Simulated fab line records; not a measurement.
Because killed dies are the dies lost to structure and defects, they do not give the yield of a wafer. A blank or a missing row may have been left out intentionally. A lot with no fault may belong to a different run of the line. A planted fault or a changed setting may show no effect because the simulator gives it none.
Check of tool commonality :: flow nandHarc :: 45 wafers sampled across 13 lots

## WHAT PROMPTED THE OPENING
Flagged at NHARC_A_ONON_D1_THK_MEAS_05: reading thkNm, on 2 of 13 lots. Fault-free wafers read 1002 nm, with a standard deviation of 8.1.
Rule: a lot is flagged in two cases, either no wafer of it has a number, or all its wafers with numbers fall more than 4 standard deviations from that mean. All remaining lots are regarded as sound.

lot: L341
measured: day 7 22:59
on: filmMetro-01
thkNm (nm), wafer by wafer: 1011 1012 1014
flag: 

lot: L343
measured: day 8 05:14
on: filmMetro-01
thkNm (nm), wafer by wafer: 999 999 997
flag: 

lot: L344
measured: day 8 05:17
on: filmMetro-01
thkNm (nm), wafer by wafer: 1009 1011 1011
flag: 

lot: L345
measured: day 9 05:06
on: filmMetro-02
thkNm (nm), wafer by wafer: 1001 1001 1000
flag: 

lot: L348
measured: day 9 11:42
on: filmMetro-02
thkNm (nm), wafer by wafer: 1003 1004 1002
flag: 

lot: L347
measured: day 9 11:44
on: filmMetro-02
thkNm (nm), wafer by wafer: 1004 1004 1005
flag: 

lot: L350
measured: day 10 00:32
on: filmMetro-01
thkNm (nm), wafer by wafer: 995 997 998
flag: 

lot: L358
measured: day 12 00:53
on: filmMetro-02
thkNm (nm), wafer by wafer: 1430 1430 1428 1431 1432 1429
flag: FLAGGED

lot: L360
measured: day 12 04:20
on: filmMetro-02
thkNm (nm), wafer by wafer: 991 992 991
flag: 

lot: L359
measured: day 12 04:21
on: filmMetro-01
thkNm (nm), wafer by wafer: 1429 1432 1430 1431 1429 1429
flag: FLAGGED

lot: L362
measured: day 12 15:39
on: filmMetro-01
thkNm (nm), wafer by wafer: 1012 1012 1013
flag: 

lot: L361
measured: day 12 15:59
on: filmMetro-01
thkNm (nm), wafer by wafer: 995 994 994
flag: 

lot: L363
measured: day 13 09:31
on: filmMetro-01
thkNm (nm), wafer by wafer: 999 997 998
flag: 
The numbers of the flagged lots are 1430 nm on average: +428 nm against the usual, or +53 standard deviations.

## TOOL THAT RAN EACH LOT
4 process steps preceding the reading are held in the record, out of 1159 steps in the route. Read each cell as the tool, then ch plus the chambers that the sampled wafers visited, then the start.
lot: L341
flag: 
NHARC_P_BONDPAD_DEGAS_25: pvdSputter-03, day 6 20:28
NHARC_P_BONDPAD_PRE_CLEAN_26: pvdSputter-03, day 6 22:10 or earlier
NHARC_P_BONDPAD_ACTIVATE_29: rieDiel-05 ch 0,3, day 6 22:10
NHARC_A_ONON_D1_DEP_03: pecvdOnon-02 ch 0, day 7 22:28

lot: L343
flag: 
NHARC_P_BONDPAD_DEGAS_25: pvdSputter-01, day 7 03:16
NHARC_P_BONDPAD_PRE_CLEAN_26: pvdSputter-01, day 7 04:59 or earlier
NHARC_P_BONDPAD_ACTIVATE_29: rieDiel-05 ch 0,2,3, day 7 04:59
NHARC_A_ONON_D1_DEP_03: pecvdOnon-01 ch 0, day 8 04:47

lot: L344
flag: 
NHARC_P_BONDPAD_DEGAS_25: pvdSputter-03, day 7 04:05
NHARC_P_BONDPAD_PRE_CLEAN_26: pvdSputter-03, day 7 05:46 or earlier
NHARC_P_BONDPAD_ACTIVATE_29: rieDiel-05 ch 0,1, day 7 05:46
NHARC_A_ONON_D1_DEP_03: pecvdOnon-02 ch 0, day 8 04:46

lot: L345
flag: 
NHARC_P_BONDPAD_DEGAS_25: pvdSputter-01, day 8 00:27
NHARC_P_BONDPAD_PRE_CLEAN_26: pvdSputter-01, day 8 02:09 or earlier
NHARC_P_BONDPAD_ACTIVATE_29: rieDiel-09 ch 0,1,3, day 8 02:09
NHARC_A_ONON_D1_DEP_03: pecvdOnon-04 ch 0, day 9 04:35

lot: L348
flag: 
NHARC_P_BONDPAD_DEGAS_25: pvdSputter-02, day 8 07:58
NHARC_P_BONDPAD_PRE_CLEAN_26: pvdSputter-02, day 8 09:45 or earlier
NHARC_P_BONDPAD_ACTIVATE_29: rieDiel-05 ch 1,2,3, day 8 09:45
NHARC_A_ONON_D1_DEP_03: pecvdOnon-04 ch 0, day 9 11:12

lot: L347
flag: 
NHARC_P_BONDPAD_DEGAS_25: pvdSputter-03, day 8 10:14
NHARC_P_BONDPAD_PRE_CLEAN_26: pvdSputter-03, day 8 11:58 or earlier
NHARC_P_BONDPAD_ACTIVATE_29: rieDiel-05 ch 0,1,3, day 8 11:58
NHARC_A_ONON_D1_DEP_03: pecvdOnon-02 ch 0, day 9 11:13

lot: L350
flag: 
NHARC_P_BONDPAD_DEGAS_25: pvdSputter-03, day 8 20:44
NHARC_P_BONDPAD_PRE_CLEAN_26: pvdSputter-03, day 8 22:28 or earlier
NHARC_P_BONDPAD_ACTIVATE_29: rieDiel-05 ch 0,1,2, day 8 22:28
NHARC_A_ONON_D1_DEP_03: pecvdOnon-02 ch 0, day 10 00:05

lot: L358
flag: FLAGGED
NHARC_P_BONDPAD_DEGAS_25: pvdSputter-01, day 10 23:02
NHARC_P_BONDPAD_PRE_CLEAN_26: pvdSputter-01, day 11 00:43 or earlier
NHARC_P_BONDPAD_ACTIVATE_29: rieDiel-05 ch 0,2,3, day 11 00:43
NHARC_A_ONON_D1_DEP_03: pecvdOnon-02 ch 0, day 12 00:23

lot: L360
flag: 
NHARC_P_BONDPAD_DEGAS_25: pvdSputter-02, day 11 02:46
NHARC_P_BONDPAD_PRE_CLEAN_26: pvdSputter-02, day 11 04:27 or earlier
NHARC_P_BONDPAD_ACTIVATE_29: rieDiel-09 ch 1,2,3, day 11 04:27
NHARC_A_ONON_D1_DEP_03: pecvdOnon-01 ch 0, day 12 03:50

lot: L359
flag: FLAGGED
NHARC_P_BONDPAD_DEGAS_25: pvdSputter-03, day 11 01:55
NHARC_P_BONDPAD_PRE_CLEAN_26: pvdSputter-03, day 11 03:37 or earlier
NHARC_P_BONDPAD_ACTIVATE_29: rieDiel-05 ch 0,2,3, day 11 03:37
NHARC_A_ONON_D1_DEP_03: pecvdOnon-02 ch 0, day 12 03:50

lot: L362
flag: 
NHARC_P_BONDPAD_DEGAS_25: pvdSputter-01, day 11 14:28
NHARC_P_BONDPAD_PRE_CLEAN_26: pvdSputter-01, day 11 16:11 or earlier
NHARC_P_BONDPAD_ACTIVATE_29: rieDiel-05 ch 1,2,3, day 11 16:11
NHARC_A_ONON_D1_DEP_03: pecvdOnon-04 ch 0, day 12 15:12

lot: L361
flag: 
NHARC_P_BONDPAD_DEGAS_25: pvdSputter-03, day 11 13:14
NHARC_P_BONDPAD_PRE_CLEAN_26: pvdSputter-03, day 11 14:56 or earlier
NHARC_P_BONDPAD_ACTIVATE_29: rieDiel-05 ch 1,2,3, day 11 14:56
NHARC_A_ONON_D1_DEP_03: pecvdOnon-01 ch 0, day 12 15:29

lot: L363
flag: 
NHARC_P_BONDPAD_DEGAS_25: pvdSputter-03, day 12 06:25
NHARC_P_BONDPAD_PRE_CLEAN_26: pvdSputter-03, day 12 08:10 or earlier
NHARC_P_BONDPAD_ACTIVATE_29: rieDiel-05 ch 0,1, day 12 08:10
NHARC_A_ONON_D1_DEP_03: pecvdOnon-01 ch 0, day 13 08:59
What the steps here do:
- NHARC_P_BONDPAD_DEGAS_25: time 60 s.
- NHARC_P_BONDPAD_PRE_CLEAN_26: time 30 s.
- NHARC_P_BONDPAD_ACTIVATE_29: chemistry N2, time 60 s.
- NHARC_A_ONON_D1_DEP_03: target thk 1000 nm.
- NHARC_A_ONON_D1_THK_MEAS_05: measures by ellipsometry.

## FLAGGED AGAINST TOTAL, ONE TOOL AT A TIME (gauges that did the reading follow at the end)
step: NHARC_P_BONDPAD_DEGAS_25
tool: pvdSputter-01
lots run: 4
flagged: 1
share of the flagged lots: some
sound lots run after its first flagged lot: 1 (L362)

step: NHARC_P_BONDPAD_DEGAS_25
tool: pvdSputter-02
lots run: 2
flagged: 0
share of the flagged lots: none
sound lots run after its first flagged lot: -

step: NHARC_P_BONDPAD_DEGAS_25
tool: pvdSputter-03
lots run: 7
flagged: 1
share of the flagged lots: some
sound lots run after its first flagged lot: 2 (L361,L363)

step: NHARC_P_BONDPAD_PRE_CLEAN_26
tool: pvdSputter-01
lots run: 4
flagged: 1
share of the flagged lots: some
sound lots run after its first flagged lot: 1 (L362)

step: NHARC_P_BONDPAD_PRE_CLEAN_26
tool: pvdSputter-02
lots run: 2
flagged: 0
share of the flagged lots: none
sound lots run after its first flagged lot: -

step: NHARC_P_BONDPAD_PRE_CLEAN_26
tool: pvdSputter-03
lots run: 7
flagged: 1
share of the flagged lots: some
sound lots run after its first flagged lot: 2 (L361,L363)

step: NHARC_P_BONDPAD_ACTIVATE_29
tool: rieDiel-05
lots run: 11
flagged: 2
share of the flagged lots: all
sound lots run after its first flagged lot: 3 (L361,L362,L363)

step: NHARC_P_BONDPAD_ACTIVATE_29
tool: rieDiel-09
lots run: 2
flagged: 0
share of the flagged lots: none
sound lots run after its first flagged lot: -

step: NHARC_A_ONON_D1_DEP_03
tool: pecvdOnon-01
lots run: 4
flagged: 0
share of the flagged lots: none
sound lots run after its first flagged lot: -

step: NHARC_A_ONON_D1_DEP_03
tool: pecvdOnon-02
lots run: 6
flagged: 2
share of the flagged lots: all
sound lots run after its first flagged lot: 0

step: NHARC_A_ONON_D1_DEP_03
tool: pecvdOnon-04
lots run: 3
flagged: 0
share of the flagged lots: none
sound lots run after its first flagged lot: -

step: NHARC_A_ONON_D1_THK_MEAS_05
tool: filmMetro-01
lots run: 8
flagged: 1
share of the flagged lots: some
sound lots run after its first flagged lot: 3 (L362,L361,L363)

step: NHARC_A_ONON_D1_THK_MEAS_05
tool: filmMetro-02
lots run: 5
flagged: 1
share of the flagged lots: some
sound lots run after its first flagged lot: 1 (L360)
Because NHARC_P_BONDPAD_PRE_CLEAN_26 lacks a start for some lots, the hours and order of its lots are taken from NHARC_P_BONDPAD_ACTIVATE_29.

## THE TABLE: WHAT IT ALLOWS
Rows of the table that ran all the flagged lots, 2 in number: rieDiel-05 at NHARC_P_BONDPAD_ACTIVATE_29; pecvdOnon-02 at NHARC_A_ONON_D1_DEP_03.
- rieDiel-05 at NHARC_P_BONDPAD_ACTIVATE_29: 2 of its 11 lots flagged. Sound lots ran on it after the first flagged one (L361, L362, L363), which a lasting fault on the whole tool wouldn't allow.
- pecvdOnon-02 at NHARC_A_ONON_D1_DEP_03: 2 of its 6 lots flagged. It ran its last sound lot, L350, at day 10 00:05 and its first flagged lot, L358, at day 12 00:23: a fault with its onset between the two fits.
What remains is a single tool, pecvdOnon-02 at NHARC_A_ONON_D1_DEP_03.

## WHAT THE SIMULATOR HAD INSERTED
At NHARC_A_ONON_D1_DEP_03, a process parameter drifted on pecvdOnon-02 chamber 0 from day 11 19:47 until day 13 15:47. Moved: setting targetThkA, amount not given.
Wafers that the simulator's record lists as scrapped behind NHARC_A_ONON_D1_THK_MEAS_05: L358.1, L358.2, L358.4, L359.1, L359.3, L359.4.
Shown lots that were struck: L358, L359. Same finding as the rule above.
